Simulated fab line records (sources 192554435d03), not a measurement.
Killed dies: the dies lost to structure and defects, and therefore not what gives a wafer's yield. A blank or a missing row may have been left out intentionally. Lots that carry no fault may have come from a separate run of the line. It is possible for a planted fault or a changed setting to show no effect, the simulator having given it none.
Problem report, 8D (eight disciplines) form, completed by code / flow n5Finfet / the parts of the form that need people (team, actions taken, sign-off) are left out

1. THE ISSUE
Mean of rfFwdPowerW at N5_FIN_SAQP_ETCH_52: 1037.1 W across 2 wafers in 2 lots; on wafers with no fault it is 836.4 W (standard deviation 2.7). That is +74 standard deviations from the usual mean.
The step: etches SOC in N2/H2, target depth 100 nm, overetch 20 nm, time 150 s.
Earliest sighting: wafer L997.6 on rieDiel-06 at day 4 22:26. The record holds 18 wafers of 6 lots with a number at this step. The rule behind "out" and "out of limits": a value lying over 4 standard deviations away from the usual mean. Any other wafer with a number is counted as sound.

2. WHAT IT IS, AND WHAT IT ISN'T
question=which readings at this step | is=rfFwdPowerW, rfVppV | is not=biasW, drypumpMotorCurrentA, oesProductAu, showerheadPlenumPTorr, throttleValvePct
question=which lots | is=L101, L997 | is not=L108, L992, L994, L998
question=which wafers of those lots | is=L101.5, L997.6 | is not=L101.3, L101.4, L997.3, L997.4
question=read on which tools | is=rieDiel-06 | is not=rieDiel-01, rieDiel-05
question=when | is=from day 4 22:26 | is not=up to then (8 sound wafers); but 8 sound wafers of L101, L108, L998 came after

3. SUSPECTS, AND WHAT RULES EACH OUT
Counting: any tool at a process step up to the reading remains a suspect provided it ran every lot that is out. Sound lots after the first of them don't rule it out here, since some wafers of a struck lot are sound.
- rieDiel-06 at N5_FIN_SAQP_DESCUM_21 (chemistry O2, time 7.9 s): kept. Every lot that is out went through it, the first being L997 (day 4 22:21); the last sound lot it ran before that was L994 (day 4 04:32).
- rieDiel-06 at N5_FIN_SAQP_ETCH_51 (etches SiARC in CF4, target depth 45.5 nm, time 75.8 s): kept. Every lot that is out went through it, the first being L997 (day 4 22:23); the last sound lot it ran before that was L994 (day 4 04:35).
- rieDiel-06 at N5_FIN_SAQP_ETCH_52 (etches SOC in N2/H2, target depth 100 nm, overetch 20 nm, time 150 s): kept. Every lot that is out went through it, the first being L997 (day 4 22:26); the last sound lot it ran before that was L994 (day 4 04:38). Its own readings are out on those wafers: rfFwdPowerW, rfVppV.
- At N5_FIN_SAQP_DESCUM_21, inside rieDiel-06: chamber 0 took the wafers that are out, while their sound lot-mates went through chambers 1, 2, 3.
- At N5_FIN_SAQP_ETCH_51, inside rieDiel-06: chamber 0 took the wafers that are out, while their sound lot-mates went through chambers 1, 2, 3.
- At N5_FIN_SAQP_ETCH_52, inside rieDiel-06: chamber 0 took the wafers that are out, while their sound lot-mates went through chambers 1, 2, 3.
Left after counting: rieDiel-06 at N5_FIN_SAQP_DESCUM_21, rieDiel-06 at N5_FIN_SAQP_ETCH_51, rieDiel-06 at N5_FIN_SAQP_ETCH_52.

4. THE CAUSE (what the simulator had put in)
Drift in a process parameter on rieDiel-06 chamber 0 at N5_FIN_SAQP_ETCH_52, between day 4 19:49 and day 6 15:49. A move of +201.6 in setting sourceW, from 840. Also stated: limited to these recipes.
Of the 3 suspects that counting leaves, this tool is one.

5. THE EFFECT CHAIN, in route order
Each row: a reading where the mean over the struck wafers with a number is more than 3 standard deviations away from the usual. Only readings whose record carries a usual standard deviation are examined. hours: median over the lots of the time between each lot's start at the first step of this table that gives one and its start at this step. sigmas: the change, counted in usual standard deviations.
hours=0; step=N5_FIN_SAQP_ETCH_52; reading=rfFwdPowerW; usual=836.4 W; on struck wafers=1037.1; change=+200.7; sigmas=+74
hours=0; step=N5_FIN_SAQP_ETCH_52; reading=rfVppV; usual=523 V; on struck wafers=492; change=-32; sigmas=-10
Process steps it contains:
- N5_FIN_SAQP_ETCH_52: etches SOC in N2/H2, target depth 100 nm, overetch 20 nm, time 150 s.
Later measuring or inspecting steps at which every struck wafer that the step has a row for has a number for every such reading, and none has moved that far: N5_BEOL_M4_RC_MEAS_101.

6. HOW IT WOULD HAVE BEEN CAUGHT EARLIER
3 hours passed between the start of the fault at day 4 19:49 and the first reading out of limits in this record, taken at day 4 22:26.
